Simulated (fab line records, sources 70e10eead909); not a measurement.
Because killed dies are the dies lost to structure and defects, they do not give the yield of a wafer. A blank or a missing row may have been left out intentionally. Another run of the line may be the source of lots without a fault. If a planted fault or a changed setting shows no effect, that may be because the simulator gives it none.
The tool behind it: which one? + flow nand-harc + 13 lots, 39 wafers sampled, at 5 steps of a route of 1302

## WHAT THE GAUGES READ, wafer by wafer
NHARC_P_BONDPAD_CD_MEAS_13. Usual: cd-nm at 499.3 nm, with a standard deviation of 1.7.
| lot  | measured     | on        | cd-nm (nm)        | flag |
|------|--------------|-----------|-------------------|------|
| L825 | day 6 23:59  | cd-sem-03 | 499.7 497.1 498.8 |      |
| L826 | day 7 05:32  | cd-sem-03 | 496.6 497.3 498.9 |      |
| L827 | day 7 19:33  | cd-sem-01 | 497.9 500.1 502.0 |      |
| L828 | day 7 21:33  | cd-sem-03 | 502.0 498.5 500.9 |      |
| L829 | day 8 10:56  | cd-sem-03 | 500.0 500.2 499.0 |      |
| L832 | day 9 21:14  | cd-sem-03 | 498.8 496.9 497.5 |      |
| L835 | day 10 13:53 | cd-sem-02 | 495.2 499.6 498.2 |      |
| L834 | day 10 15:04 | cd-sem-02 | 498.3 501.5 500.3 |      |
| L836 | day 11 12:59 | cd-sem-01 | 502.2 500.3 502.8 |      |
| L838 | day 11 20:45 | cd-sem-02 | 500.4 501.3 500.5 |      |
| L840 | day 12 15:18 | cd-sem-01 | 496.2 500.1 500.4 |      |
| L847 | day 15 19:18 | cd-sem-03 | 500.6 499.9 499.3 |      |
| L848 | day 16 03:21 | cd-sem-02 | 497.4 500.1 496.7 |      |

NHARC_END_SORT_01. Usual: defect-limited-yield is 91 % with standard deviation 3, killed-at-array is 59 with standard deviation 20, killed-at-other is 0.8 with standard deviation 1, killed-at-periphery is 3.2 with standard deviation 2.1, killed-dies is 63 with standard deviation 21, killed-open is 3.0 with standard deviation 1.9, and killed-short is 2.3 with standard deviation 1.5.
| lot  | measured     | on        | defect-limited-yield (%) | killed-at-array | killed-at-other | killed-at-periphery | killed-dies | killed-open | killed-short | flag |
|------|--------------|-----------|--------------------------|-----------------|-----------------|---------------------|-------------|-------------|--------------|------|
| L835 | day 28 06:17 | prober-01 | 94 93 94                 | 34 42 37        | 3 2 1           | 6 4 2               | 43 48 40    | 1 7 1       | 3 4 4        |      |
| L836 | day 29 14:40 | prober-01 | 3 92 1                   | 73 52 51        | 0 0 2           | 586 3 616           | 659 55 669  | 5 2 2       | 2 1 1        | OFF  |
| L838 | day 29 22:28 | prober-01 | 3 90 1                   | 59 65 70        | 0 0 0           | 599 3 602           | 658 68 672  | 2 5 0       | 0 1 2        | OFF  |
| L840 | day 30 14:04 | prober-01 | 96 97 96                 | 24 21 23        | 0 0 0           | 4 2 2               | 28 23 25    | 4 3 4       | 2 2 0        |      |
| L848 | day 34 04:07 | prober-01 | 91 92 92                 | 55 50 50        | 0 0 2           | 5 4 4               | 60 54 56    | 3 0 0       | 0 1 4        |      |

## EACH LOT AND THE TOOL THAT RAN IT (in order: tool; ch and the chambers of the sampled wafers; start)
| lot  | NHARC_P_M2_PVD_20                       | NHARC_P_BONDPAD_ETCH_12            | NHARC_P_BONDPAD_DEGAS_25     |
|------|-----------------------------------------|------------------------------------|------------------------------|
| L825 | pvd-sputter-02, day 6 23:52 or earlier  | rie-diel-01 ch 1,2,3, day 6 23:52  | pvd-sputter-03, day 7 00:40  |
| L826 | pvd-sputter-02, day 7 05:25 or earlier  | rie-diel-01 ch 0,1,3, day 7 05:25  | pvd-sputter-03, day 7 06:10  |
| L827 | pvd-sputter-03, day 7 19:25 or earlier  | rie-diel-12 ch 0,1, day 7 19:25    | pvd-sputter-01, day 7 20:10  |
| L828 | pvd-sputter-01, day 7 21:26 or earlier  | rie-diel-06 ch 1,2,3, day 7 21:26  | pvd-sputter-02, day 7 22:10  |
| L829 | pvd-sputter-02, day 8 10:47 or earlier  | rie-diel-06 ch 0,2,3, day 8 10:47  | pvd-sputter-02, day 8 11:34  |
| L832 | pvd-sputter-01, day 9 21:07 or earlier  | rie-diel-12 ch 1,2, day 9 21:07    | pvd-sputter-02, day 9 21:52  |
| L835 | pvd-sputter-03, day 10 13:46 or earlier | rie-diel-12 ch 0,2,3, day 10 13:46 | pvd-sputter-03, day 10 14:32 |
| L834 | pvd-sputter-02, day 10 14:56 or earlier | rie-diel-12 ch 1,2,3, day 10 14:56 | pvd-sputter-01, day 10 15:42 |
| L836 | pvd-sputter-02, day 11 12:52 or earlier | rie-diel-12 ch 2,3, day 11 12:52   | pvd-sputter-01, day 11 13:37 |
| L838 | pvd-sputter-01, day 11 20:37 or earlier | rie-diel-12 ch 0,1,2, day 11 20:37 | pvd-sputter-02, day 11 21:22 |
| L840 | pvd-sputter-01, day 12 15:09 or earlier | rie-diel-01 ch 1,2,3, day 12 15:09 | pvd-sputter-03, day 12 15:55 |
| L847 | pvd-sputter-01, day 15 19:10 or earlier | rie-diel-12 ch 0,1, day 15 19:10   | pvd-sputter-01, day 15 19:56 |
| L848 | pvd-sputter-02, day 16 03:13 or earlier | rie-diel-06 ch 0,1,3, day 16 03:13 | pvd-sputter-01, day 16 03:59 |
- NHARC_P_M2_PVD_20: deposits TaN, target thk 5 nm, time 8.06 s.
- NHARC_P_BONDPAD_ETCH_12: etches the open film in CHF3/O2, target depth 200 nm, time 100 s.
- NHARC_P_BONDPAD_DEGAS_25: time 60 s.

## AS READ BY THE TOOLS THEMSELVES (means over the sampled wafers that have a number; for cases with no such wafer, the mark the record gives instead)
NHARC_P_M2_PVD_20. Usual: throttle-valve-pct at 29.8 %, with a standard deviation of 0.83.
| lot  | tool           | throttle-valve-pct (%) | flag |
|------|----------------|------------------------|------|
| L825 | pvd-sputter-02 | 30.7                   |      |
| L826 | pvd-sputter-02 | 30.0                   |      |
| L827 | pvd-sputter-03 | 30.0                   |      |
| L828 | pvd-sputter-01 | 29.3                   |      |
| L829 | pvd-sputter-02 | 30.0                   |      |
| L832 | pvd-sputter-01 | 30.0                   |      |
| L835 | pvd-sputter-03 | 29.1                   |      |
| L834 | pvd-sputter-02 | 30.5                   |      |
| L836 | pvd-sputter-02 | 30.0                   |      |
| L838 | pvd-sputter-01 | 29.1                   |      |
| L840 | pvd-sputter-01 | 29.1                   |      |
| L847 | pvd-sputter-01 | 29.7                   |      |
| L848 | pvd-sputter-02 | 30.3                   |      |

NHARC_P_BONDPAD_ETCH_12. Usual: drypump-motor-current-A 5.7 A, standard deviation 0.45; oes-product-au 0.936 a.u., standard deviation 0.021; rf-vpp-V 369.2 V, standard deviation 2.2; run-length-s 121.2 s, standard deviation 0.43; showerhead-plenum-p-Torr 2.34 Torr, standard deviation 0.091; throttle-valve-pct 20.572 %, standard deviation 0.0098.
| lot  | tool        | drypump-motor-current-A (A) | oes-product-au (a.u.) | rf-vpp-V (V) | run-length-s (s) | showerhead-plenum-p-Torr (Torr) | throttle-valve-pct (%) | flag |
|------|-------------|-----------------------------|-----------------------|--------------|------------------|---------------------------------|------------------------|------|
| L825 | rie-diel-01 | 5.8                         | 0.964                 | 369.4        | 121.3            | 2.36                            | 20.571                 |      |
| L826 | rie-diel-01 | 6.2                         | 0.923                 | 371.0        | 121.6            | 2.41                            | 20.574                 |      |
| L827 | rie-diel-12 | 5.3                         | 0.972                 | 369.8        | 121.7            | 2.36                            | 20.575                 |      |
| L828 | rie-diel-06 | 5.7                         | 0.934                 | 369.7        | 121.3            | 2.37                            | 20.570                 |      |
| L829 | rie-diel-06 | 6.0                         | 0.926                 | 370.6        | 121.3            | 2.36                            | 20.558                 |      |
| L832 | rie-diel-12 | 5.2                         | 0.928                 | 367.1        | 121.2            | 2.25                            | 20.567                 |      |
| L835 | rie-diel-12 | 5.7                         | 0.945                 | 368.4        | 121.1            | 2.31                            | 20.574                 |      |
| L834 | rie-diel-12 | 5.5                         | 0.963                 | 367.9        | 121.0            | 2.26                            | 20.574                 |      |
| L836 | rie-diel-12 | 5.8                         | 0.928                 | 368.6        | 113.2            | 2.26                            | 20.577                 | OFF  |
| L838 | rie-diel-12 | 5.4                         | 0.926                 | 368.2        | 113.0            | 2.31                            | 20.567                 | OFF  |
| L840 | rie-diel-01 | 5.8                         | 0.924                 | 369.6        | 121.3            | 2.36                            | 20.575                 |      |
| L847 | rie-diel-12 | 5.1                         | 0.927                 | 368.7        | 121.4            | 2.31                            | 20.572                 |      |
| L848 | rie-diel-06 | 6.0                         | 0.923                 | 368.7        | 121.2            | 2.33                            | 20.577                 |      |

NHARC_P_BONDPAD_DEGAS_25. Usual: heater-power-w at 500 W, with a standard deviation of 37.
| lot  | tool           | heater-power-w (W) | flag |
|------|----------------|--------------------|------|
| L825 | pvd-sputter-03 | 469                |      |
| L826 | pvd-sputter-03 | 446                |      |
| L827 | pvd-sputter-01 | 526                |      |
| L828 | pvd-sputter-02 | 518                |      |
| L829 | pvd-sputter-02 | 526                |      |
| L832 | pvd-sputter-02 | 505                |      |
| L835 | pvd-sputter-03 | 470                |      |
| L834 | pvd-sputter-01 | 511                |      |
| L836 | pvd-sputter-01 | 534                |      |
| L838 | pvd-sputter-02 | 531                |      |
| L840 | pvd-sputter-03 | 441                |      |
| L847 | pvd-sputter-01 | 517                |      |
| L848 | pvd-sputter-01 | 540                |      |

## THE ANSWER, worked out from the rows above alone
Rule: a lot counts as off when the mean over its wafers that have a number is more than 3 standard deviations away from the usual mean. Also off: a lot with no number at a reading for which 4 or more lots have one. Where the step has rows for the other lots, those lots are counted as sound. Order of review: gauges by route order, followed by the tools' own readings, for which a lot's mean as printed above is used. The first step at which some lot is off is used, and at that step the reading that is off furthest; a lot without a number counts as furthest.
Off: L836, L838, at NHARC_END_SORT_01 (killed-at-periphery). Neither off nor sound, because the step has no rows for them: L825, L826, L827, L828, L829, L832, L834, L847.
If a tool, at a process step before that reading, ran all the lots that are off and no sound lot after the first of them, it fits. Not tried: the gauges at NHARC_END_SORT_01; whatever is off there is also off at NHARC_P_BONDPAD_ETCH_12, on other tools, and gauge error can't account for it. NHARC_P_M2_PVD_20 gives no start for some lots, so the hours and the order of its lots are those of NHARC_P_BONDPAD_ETCH_12. One fits: rie-diel-12 at NHARC_P_BONDPAD_ETCH_12. A fault onset in the window from L835 (day 10 13:46, its last sound lot) to L836 (day 11 12:52, its first lot off) fits.
The tool's own readings at NHARC_P_BONDPAD_ETCH_12 bear it out: on the lots that are off they differ by more than 5 times the standard deviation of the sound lots' means. run-length-s reads 113.1 s there against 121.2 s on the sound lots.

## WHAT THE SIMULATOR HAD INSERTED
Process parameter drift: rie-diel-12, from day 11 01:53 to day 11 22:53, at NHARC_P_BONDPAD_ETCH_12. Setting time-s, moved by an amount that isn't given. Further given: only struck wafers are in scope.
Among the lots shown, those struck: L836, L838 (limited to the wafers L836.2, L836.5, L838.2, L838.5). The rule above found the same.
